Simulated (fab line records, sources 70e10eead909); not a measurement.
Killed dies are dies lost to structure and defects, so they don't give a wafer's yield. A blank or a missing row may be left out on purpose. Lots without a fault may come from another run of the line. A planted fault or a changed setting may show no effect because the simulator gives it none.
A struck lot beside a sound one | flow nand_harc | 14 steps out of a route of 1302
Sound: wafers L242.3, L242.4, L242.5. Struck: wafers L245.2, L245.4, L245.5. The cause comes at the end.
At each step with rows: each side's tool, then ch and its chambers, then its first start. Under that, the readings that differ: sound wafers | struck wafers | difference of the means | sigmas: that difference in standard deviations of wafers without a fault.
alike: readings whose means differ by less than 2 such deviations, and words and numbers that are the same on both sides. not compared: withheld readings, readings that some wafer has no value for, bounds like >300 that may hide the same value, and numbers for which the record gives no deviation and whose values overlap.
The two part at a step that has a row with sigmas, a row that says differs or no value, or rows on one side only. Numbers that don't overlap but have no deviation are shown without sigmas and don't part them. A reading that every wafer of one side lacks parts them only if that side has two wafers or more.

NHARC_A_STAIRCASE_STRIP_475: strips in O2, time 20 s.
  sound on rie_diel-05 ch 0,1; struck on rie_diel-05 ch 0,1,3
  alike: drypump_motor_current_A, oes_product_au, rf_vpp_V, showerhead_plenum_p_Torr, throttle_valve_pct
  not compared: rf_hours_counter_h
NHARC_A_STAIRCASE_DEP_471: deposits SiO2, target thk 100 nm.
  sound on pecvd-04 ch 0,2, day 21 00:46; struck on pecvd-02 ch 0,1, day 22 21:04
  alike: heater_power_w, throttle_valve_pct
NHARC_A_STAIRCASE_CMP_472: polishes SiO2.
  sound on cmp-02 ch 0,1, day 21 01:00; struck on cmp-02 ch 0,1, day 22 21:20
  alike: edge_zone_pressure_frac, motor_current_A, slurry_flow_ml_min
then, 1 step without rows for these wafers: NHARC_A_STAIRCASE_SRD_474.
NHARC_A_STAIRCASE_INSPECT_155:
  sound on defect_inspect-01, day 21 01:22; struck on defect_inspect-02, day 22 21:39
  alike: raw_defect_count
NHARC_A_SGD_CUT_DEP_00: deposits SiNx, target thk 50 nm.
  sound on pecvd-01 ch 0,1, day 21 01:28; struck on pecvd-03 ch 1,2, day 22 21:43
  alike: heater_power_w
then, 5 steps without rows for these wafers: NHARC_A_SGD_CUT_DEHYDRATE_01 (time 120 s); NHARC_A_SGD_CUT_HMDS_02 (time 30 s); NHARC_A_SGD_CUT_COAT_56 (time 75 s); NHARC_A_SGD_CUT_COAT_57 (time 65 s); NHARC_A_SGD_CUT_COAT_03 (resist thk 90 nm).
NHARC_A_SGD_CUT_SOFTBAKE_04: time 55 s.
  sound on litho_track-06 ch 0, day 21 01:00; struck on litho_track-06 ch 0, day 22 21:00
  reading                  | sound                | struck               | difference | sigmas
  heater_power_total_W (W) | 188.50 188.30 188.33 | 380.22 380.27 380.00 | +191.79    | +99 or more
then, 1 step without rows for these wafers: NHARC_A_SGD_CUT_EBR_05.
NHARC_END_SORT_01:
  the record has rows for the sound wafers here (prober-02 ch 0, day 27 15:03) and none for the struck ones

WHERE THEY PART
First at NHARC_A_SGD_CUT_SOFTBAKE_04; last, within this record, at NHARC_END_SORT_01.

WHY: what the simulator had put in
Process parameter drift: litho_track-06, from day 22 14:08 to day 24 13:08, at NHARC_A_SGD_CUT_SOFTBAKE_04. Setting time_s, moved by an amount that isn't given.
